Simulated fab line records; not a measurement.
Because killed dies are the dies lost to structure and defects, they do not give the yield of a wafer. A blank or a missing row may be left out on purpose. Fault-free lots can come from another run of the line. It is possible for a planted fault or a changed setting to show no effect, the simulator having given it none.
The tool behind it: which one? + flow nand_harc + Sampling: 13 lots, 39 wafers, 5 of 1159 route steps

== WHAT THE GAUGES SHOWED, per wafer ==
NHARC_THIN_TSV_CD_MEAS_33 targets a cd of 5000 nm. Usual: cd_nm reads 4999.6 nm (standard deviation 1.5).
| lot  | measured     | on        | cd_nm (nm)           | flag |
|------|--------------|-----------|----------------------|------|
| L599 | day 19 12:09 | cd_sem-02 | 4999.6 4999.3 4997.5 |      |
| L600 | day 19 15:20 | cd_sem-03 | 5003.0 5001.1 5001.8 |      |
| L602 | day 19 10:44 | cd_sem-02 | 4999.1 4998.3 4998.7 |      |
| L601 | day 19 17:31 | cd_sem-03 | 4998.2 5002.6 4999.2 |      |
| L603 | day 19 16:20 | cd_sem-02 | 5000.7 5001.2 4999.4 |      |
| L605 | day 20 23:40 | cd_sem-01 | 5000.6 5000.8 4999.7 |      |
| L606 | day 21 00:52 | cd_sem-02 | 5000.1 5000.0 5000.7 |      |
| L610 | day 21 05:53 | cd_sem-02 | 5000.9 5001.7 4998.6 |      |
| L611 | day 21 21:35 | cd_sem-03 | 4997.3 4997.5        |      |
| L615 | day 22 13:11 | cd_sem-03 | 4999.0 4997.2 5001.8 |      |
| L616 | day 23 00:43 | cd_sem-03 | 4998.4 4999.8 5001.1 |      |
| L620 | day 24 04:15 | cd_sem-01 | 4997.1 4999.2 5000.3 |      |
| L619 | day 24 02:13 | cd_sem-03 | 4997.3 4997.7 4999.4 |      |

NHARC_END_SORT_01. Usual: killed_at_array 26, standard deviation 11; killed_at_other 0.6, standard deviation 1; killed_at_periphery 3.1, standard deviation 2.1; killed_dies 30, standard deviation 11; killed_open 3.4, standard deviation 1.8; killed_short 2.1, standard deviation 1.5.
| lot  | measured     | on        | killed_at_array | killed_at_other | killed_at_periphery | killed_dies | killed_open | killed_short | flag |
|------|--------------|-----------|-----------------|-----------------|---------------------|-------------|-------------|--------------|------|
| L611 | day 22 07:33 | prober-02 | 13 471 6        | 0 0 1           | 7 4 5               | 20 475 12   | 7 2 3       | 2 3 0        | OFF  |

== EACH LOT AND THE TOOL THAT RAN IT (in order: tool; ch and the chambers of the sampled wafers; start) ==
| lot  | NHARC_A_SGD_CUT_ETCH_16            | NHARC_THIN_TSV_DEP_47           | NHARC_THIN_TSV_ETCH_59            |
|------|------------------------------------|---------------------------------|-----------------------------------|
| L599 | rie_diel-12 ch 0,2,3, day 14 03:41 | pecvd-04 ch 0,1, day 19 08:00   | rie_metal-01 ch 0,1, day 19 12:26 |
| L600 | rie_diel-05 ch 0,2, day 14 04:38   | pecvd-01 ch 0,2, day 19 11:12   | rie_metal-02 ch 0,1, day 19 15:40 |
| L602 | rie_diel-02 ch 0,2,3, day 14 09:31 | pecvd-02 ch 0,1,2, day 19 06:56 | rie_metal-03 ch 0,1, day 19 11:05 |
| L601 | rie_diel-05 ch 1,3, day 14 16:18   | pecvd-01 ch 0,2, day 19 13:26   | rie_metal-03 ch 0,1, day 19 17:49 |
| L603 | rie_diel-12 ch 0,2, day 14 17:41   | pecvd-01 ch 0,2, day 19 12:09   | rie_metal-01 ch 0,1, day 19 16:38 |
| L605 | rie_diel-02 ch 1,2, day 15 02:21   | pecvd-02 ch 0,2, day 20 19:43   | rie_metal-01 ch 0,1, day 21 00:03 |
| L606 | rie_diel-05 ch 0,2, day 15 15:25   | pecvd-02 ch 0,2, day 20 20:58   | rie_metal-03 ch 0,1, day 21 01:10 |
| L610 | rie_diel-12 ch 0,1,2, day 16 10:00 | pecvd-02 ch 0,2, day 21 01:50   | rie_metal-02 ch 0,1, day 21 06:14 |
| L611 | rie_diel-05 ch 0,1, day 17 00:09   | pecvd-01 ch 0,2, day 21 17:05   | rie_metal-03 ch 0,1, day 21 21:52 |
| L615 | rie_diel-12 ch 0,1,2, day 17 17:52 | pecvd-02 ch 1,2, day 22 08:54   | rie_metal-02 ch 0,1, day 22 13:28 |
| L616 | rie_diel-12 ch 1,3, day 18 08:36   | pecvd-04 ch 0,1, day 22 20:43   | rie_metal-02 ch 0,1, day 23 01:05 |
| L620 | rie_diel-12 ch 1,2,3, day 19 04:16 | pecvd-04 ch 1,2, day 24 00:01   | rie_metal-02 ch 0,1, day 24 04:38 |
| L619 | rie_diel-02 ch 1,2,3, day 19 04:28 | pecvd-04 ch 0,1, day 23 22:15   | rie_metal-03 ch 0,1, day 24 02:33 |
- NHARC_A_SGD_CUT_ETCH_16: etches the open film in C4F8/O2/Ar, target depth 310.5 nm, time 155.2 s.
- NHARC_THIN_TSV_DEP_47: deposits SiO2, target thk 200 nm.
- NHARC_THIN_TSV_ETCH_59: etches the open film in Cl2/BCl3, target depth 880 nm, time 138.1 s.

== AS READ BY THE TOOLS THEMSELVES (means over the sampled wafers that have a number; for cases with no such wafer, the mark the record gives instead) ==
NHARC_A_SGD_CUT_ETCH_16. Usual: oes_product_au 0.980 a.u., standard deviation 0.013; rf_vpp_V 722 V, standard deviation 4.7.
| lot  | tool        | oes_product_au (a.u.) | rf_vpp_V (V) | flag |
|------|-------------|-----------------------|--------------|------|
| L599 | rie_diel-12 | 0.989                 | 720          |      |
| L600 | rie_diel-05 | 0.987                 | 726          |      |
| L602 | rie_diel-02 | 0.973                 | 723          |      |
| L601 | rie_diel-05 | 0.978                 | 718          |      |
| L603 | rie_diel-12 | 0.983                 | 725          |      |
| L605 | rie_diel-02 | 0.988                 | 726          |      |
| L606 | rie_diel-05 | 0.987                 | 722          |      |
| L610 | rie_diel-12 | 0.985                 | 722          |      |
| L611 | rie_diel-05 | 0.968                 | 724          |      |
| L615 | rie_diel-12 | 0.968                 | 721          |      |
| L616 | rie_diel-12 | 0.963                 | 718          |      |
| L620 | rie_diel-12 | 0.985                 | 721          |      |
| L619 | rie_diel-02 | 0.987                 | 726          |      |

NHARC_THIN_TSV_DEP_47. Usual: flow_sccm 2651 sccm, standard deviation 8.5; throttle_valve_pct 16.0 %, standard deviation 0.63.
| lot  | tool     | flow_sccm (sccm) | throttle_valve_pct (%) | flag |
|------|----------|------------------|------------------------|------|
| L599 | pecvd-04 | 2654             | 15.8                   |      |
| L600 | pecvd-01 | 2648             | 14.9                   |      |
| L602 | pecvd-02 | 2653             | 15.9                   |      |
| L601 | pecvd-01 | 2652             | 14.9                   |      |
| L603 | pecvd-01 | 2658             | 14.7                   |      |
| L605 | pecvd-02 | 2643             | 15.8                   |      |
| L606 | pecvd-02 | 2643             | 15.9                   |      |
| L610 | pecvd-02 | 2645             | 15.7                   |      |
| L611 | pecvd-01 | 2656             | 15.1                   |      |
| L615 | pecvd-02 | 2653             | 16.1                   |      |
| L616 | pecvd-04 | 2652             | 16.0                   |      |
| L620 | pecvd-04 | 2647             | 16.6                   |      |
| L619 | pecvd-04 | 2647             | 16.2                   |      |

NHARC_THIN_TSV_ETCH_59. Usual: bcl3_flow_sccm 30.01 sccm, standard deviation 0.097; drypump_motor_current_A 5.64 A, standard deviation 0.23; oes_product_au 0.997 a.u., standard deviation 0.0077; throttle_valve_pct 22.264 %, standard deviation 0.0094.
| lot  | tool         | bcl3_flow_sccm (sccm) | drypump_motor_current_A (A) | oes_product_au (a.u.) | throttle_valve_pct (%) | flag |
|------|--------------|-----------------------|-----------------------------|-----------------------|------------------------|------|
| L599 | rie_metal-01 | 30.02                 | 5.68                        | 1.003                 | 22.263                 |      |
| L600 | rie_metal-02 | 29.97                 | 5.50                        | 0.995                 | 22.267                 |      |
| L602 | rie_metal-03 | 29.97                 | 5.78                        | 0.991                 | 22.266                 |      |
| L601 | rie_metal-03 | 30.03                 | 5.78                        | 0.997                 | 22.260                 |      |
| L603 | rie_metal-01 | 30.06                 | 5.68                        | 1.005                 | 22.253                 |      |
| L605 | rie_metal-01 | 30.12                 | 5.49                        | 1.002                 | 22.268                 |      |
| L606 | rie_metal-03 | 30.05                 | 5.78                        | 0.996                 | 22.272                 |      |
| L610 | rie_metal-02 | 29.87                 | 5.46                        | 0.998                 | 22.270                 |      |
| L611 | rie_metal-03 | 30.02                 | 5.81                        | 0.996                 | 22.269                 |      |
| L615 | rie_metal-02 | 30.02                 | 5.44                        | 0.999                 | 22.259                 |      |
| L616 | rie_metal-02 | 30.16                 | 5.47                        | 0.998                 | 22.260                 |      |
| L620 | rie_metal-02 | 30.01                 | 5.47                        | 1.004                 | 22.271                 |      |
| L619 | rie_metal-03 | 29.89                 | 5.85                        | 0.997                 | 22.270                 |      |

== THE ANSWER, worked out from the rows above alone ==
Rule: a lot counts as off when the mean over its wafers that have a number is more than 3 standard deviations away from the usual mean. A lot without any number at a reading at which 4 lots or more have one is off too. Where the step has rows for the other lots, those lots are counted as sound. After the gauges, taken in route order, come the tools' own readings; for these a lot's mean is taken, as printed above. At the first step where some lot is off, the reading lying furthest off is the one used; lots without a number count as furthest.
Off: L611, at NHARC_END_SORT_01 (killed_dies). Neither off nor sound, because the step has no rows for them: L599, L600, L602, L601, L603, L605, L606, L610, L615, L616, L620, L619.
If a tool, at a process step before that reading, ran all the lots that are off and no sound lot after the first of them, it fits. Gauges at NHARC_END_SORT_01: tried the same way as those tools. Can't be told from this: 4 tools fit, rie_diel-05 at NHARC_A_SGD_CUT_ETCH_16, pecvd-01 at NHARC_THIN_TSV_DEP_47, rie_metal-03 at NHARC_THIN_TSV_ETCH_59, prober-02 at NHARC_END_SORT_01.

== WHAT THE SIMULATOR HAD PUT IN ==
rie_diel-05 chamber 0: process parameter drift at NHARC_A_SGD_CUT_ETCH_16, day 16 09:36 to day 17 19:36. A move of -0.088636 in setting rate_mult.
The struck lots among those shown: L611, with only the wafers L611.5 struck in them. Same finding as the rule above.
